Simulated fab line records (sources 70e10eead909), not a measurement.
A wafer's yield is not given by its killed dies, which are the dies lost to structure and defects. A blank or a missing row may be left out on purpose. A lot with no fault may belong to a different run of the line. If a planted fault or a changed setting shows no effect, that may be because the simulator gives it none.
Matching of chambers | flow nandHarc | cmp-03 running NHARC_A_STAIRCASE_CMP_152: 4 sister chambers
The step polishes. 4 wafers are shown with their chamber, then 7 later ones without.

## WAFERS PAIRED WITH THEIR CHAMBERS
wafer  | chamber | motorCurrentA (A)
L080.3 | 1       | 11.0
L080.5 | 2       | 14.7
L081.1 | 0       | 12.4
L081.4 | 3       | 11.6

## WAFERS WHOSE CHAMBER IS MISSING
wafer  | motorCurrentA (A)
L081.6 | 10.7
L086.2 | 12.4
L086.4 | 10.9
L086.6 | 12.5
L090.2 | 10.6
L090.3 | 11.6
L090.5 | 10.6

## WHICH CHAMBER EACH ONE RAN IN
wafer  | from the rows above | in truth
L081.6 | 1                   | 1
L086.2 | 0                   | 0
L086.4 | 1                   | 1
L086.6 | 0                   | 0
L090.2 | 1                   | 1
L090.3 | 3                   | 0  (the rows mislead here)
L090.5 | 1                   | 1
Placed correctly: 6 of 7. Not placeable from these rows: 0. Number placed wrongly: 1.
How it was worked out, from the rows above alone: a wafer's distance from a chamber is the root of the sum, over the readings, of the square of ((its reading less the chamber's mean) divided by the reading's scatter). The wafer belongs to the nearest chamber; if the next one is less than 2 further off, it can't be placed. For every chamber, the mean is computed from those of its wafers that are shown. The scatter: root of mean squared gap, hidden wafer to nearest shown wafer, with one shown wafer a chamber.
